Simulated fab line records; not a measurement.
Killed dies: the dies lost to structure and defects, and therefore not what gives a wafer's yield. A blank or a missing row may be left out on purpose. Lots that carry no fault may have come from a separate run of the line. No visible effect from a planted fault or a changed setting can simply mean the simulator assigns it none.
Comparing a struck lot with a sound one + flow n5Finfet + 38 out of 1938 route steps
Sound: the wafers L722.3, L722.5, L722.6. Struck: wafer L715.3 (left out: L715.6, a lot-mate that was not struck); the cause follows at the end.
Order at every step that has rows: each side's tool, ch and its chambers, its first start. Under that, the readings that differ: sound wafers + struck wafers + difference of the means + sigmas: that difference in standard deviations of wafers without a fault.
alike: words and numbers the same on both sides, and readings whose means are apart by under 2 such deviations; not compared: readings that were withheld, readings missing a value for some wafer, numbers with overlapping values and no deviation given by the record, and bounds like >300 which may hide the same value.
A row with sigmas, a row that says differs or no value, or rows on one side alone: a step with any of these is where the two part. When numbers do not overlap yet have no deviation, they are printed without sigmas and do not part them. A reading that every wafer of one side lacks parts them only if that side has two wafers or more.

first, 9 steps without rows for these wafers: N5_BEOL_M4_ANNEAL_95 (time 240 s); N5_BEOL_M4_SPUTTER_96 (material Cu, target thk 4.5 nm, time 8.29 s); N5_BEOL_M4_ECD_50 (material Cu, target thk 300 nm); N5_BEOL_M4_ANNEAL_51 (time 90 s); N5_BEOL_M4_CMP_52 (polishes, stops on SiOC, t overpolish 6.8 s, target thk 40 nm); N5_BEOL_M4_PRE_CLEAN_60 (time 15 s); N5_BEOL_M4_CO_CAP_55 (material Co, precursor CCTBA/H2, target thk 2 nm, time 102.1 s); N5_BEOL_M4_PRE_CLEAN_56 (time 15 s); N5_BEOL_M4_DEP_57 (deposits SiCN from 3MS/NH3, target thk 8 nm, time 14 s).
N5_BEOL_M4_RC_MEAS_101:
  sound on prober-02 ch 0, day 13 05:53; struck on prober-02 ch 0, day 11 13:59
  alike: DIBL_N, DIBL_P, IOFF_N, IOFF_P, ION_N, ION_P, SS_N, SS_P, VT_N, VT_P
then, 24 steps without rows for these wafers: N5_BEOL_M5_ILD_DEP_00 (deposits SiCOH lowk from DEMS/porogen, target thk 140.64 nm, time 25.9 s); N5_BEOL_M5_CURE_79 (cures SiCOH lowk, time 240 s); N5_BEOL_M5_PECVD_70 (deposits SiO2 from TEOS/O2, target thk 16 nm, time 18 s); N5_BEOL_M5_HM_DEP_02 (deposits TiN, target thk 20 nm); N5_BEOL_M5_COAT_59 (time 60 s, resist thk 60 nm); N5_BEOL_M5_COAT_60 (time 60 s, resist thk 12 nm); N5_BEOL_M5_COAT_71 (time 60 s, resist thk 5 nm); N5_BEOL_M5_COAT_05 (resist thk 30 nm); N5_BEOL_M5_EBR_07; N5_BEOL_M5_SOFTBAKE_06 (time 60 s); N5_BEOL_M5_EXPOSE_08 (exposes mask M5, target cd 28 nm); N5_BEOL_M5_PEB_09 (peb time 60 s); N5_BEOL_M5_DEVELOP_10 (develop time 30 s); N5_BEOL_M5_DESCUM_16 (chemistry O2, time 7 s); N5_BEOL_M5_ETCH_72 (etches underlayer in N2/H2, target depth 6.5 nm, time 5.2 s); N5_BEOL_M5_ETCH_61 (etches SiARC in CF4, target depth 15.6 nm, time 26 s); N5_BEOL_M5_ETCH_62 (etches SOC in N2/H2, target depth 75 nm, overetch 15 nm, time 112.5 s); N5_BEOL_M5_STRIP_63 (strips in N2/H2); N5_BEOL_M5_STRIP_73 (strips in N2/H2); N5_BEOL_M5_STRIP_64 (strips in CF4); N5_BEOL_M5_HM_OPEN_17 (chemistry Cl2/BCl3, target TiN, target depth 20 nm, overetch 6 nm); N5_BEOL_M5_STRIP_19 (strips in O2); N5_BEOL_M5_COAT_65 (time 60 s, resist thk 60 nm); N5_BEOL_M5_COAT_66 (time 60 s, resist thk 12 nm).
N5_BEOL_M6_HM_OPEN_17: chemistry Cl2/BCl3, target TiN, target depth 20 nm, overetch 6 nm.
  sound on rieMetal-01 ch 0,1, day 13 19:40; struck on rieMetal-02 ch 0, day 12 07:26
| reading                                 | sound             | struck | difference | sigmas |
|-----------------------------------------|-------------------|--------|------------|--------|
| model.SOC_of_BEOL_M6_COAT_59.thkNm (nm) | 92.4 91.8 92.2    | 94.6   | +2.5       |        |
| model.etch.depthNm (nm)                 | 19.93 20.27 19.89 | 17.49  | -2.54      |        |
  alike: drypumpMotorCurrentA, oesProductAu, throttleValvePct
  not compared: rfHoursCounterH
N5_BEOL_M6_VIA_ETCH_34: etches SiCOH lowk in C4F6/O2, target depth 126.3 nm, time 50.9 s.
  sound on rieDiel-04 ch 0,2,3, day 13 20:48; struck on rieDiel-06 ch 0, day 12 10:50
| reading             | sound          | struck | difference | sigmas |
|---------------------|----------------|--------|------------|--------|
| oesProductAu (a.u.) | 0.68 0.75 0.82 | 0.55   | -0.20      | -2     |
  alike: drypumpMotorCurrentA, rfVppV, showerheadPlenumPTorr, throttleValvePct
  not compared: rfHoursCounterH
N5_BEOL_M6_OCD_MEAS_38:
  sound on ocd-01 at day 13 21:03; struck on ocd-02 at day 12 11:05
| reading            | sound          | struck | difference | sigmas |
|--------------------|----------------|--------|------------|--------|
| trenchDepthNm (nm) | 97.0 94.0 97.7 | 46.6   | -49.6      | -21    |
-- here the record skips 4 days between the struck wafers' starts before and after, leaving off in module BEOL_M6 and picking up in module PASSIVATION (first step shown: number 1936 of the route) --
N5_PASSIVATION_PROBE_49:
  record: rows for the struck wafers here (prober-01, day 15 23:51), none for the sound ones

## WHERE THEY PART
At N5_BEOL_M6_VIA_ETCH_34 first; at N5_PASSIVATION_PROBE_49 last (within this record only).

WHY: what the simulator had put in
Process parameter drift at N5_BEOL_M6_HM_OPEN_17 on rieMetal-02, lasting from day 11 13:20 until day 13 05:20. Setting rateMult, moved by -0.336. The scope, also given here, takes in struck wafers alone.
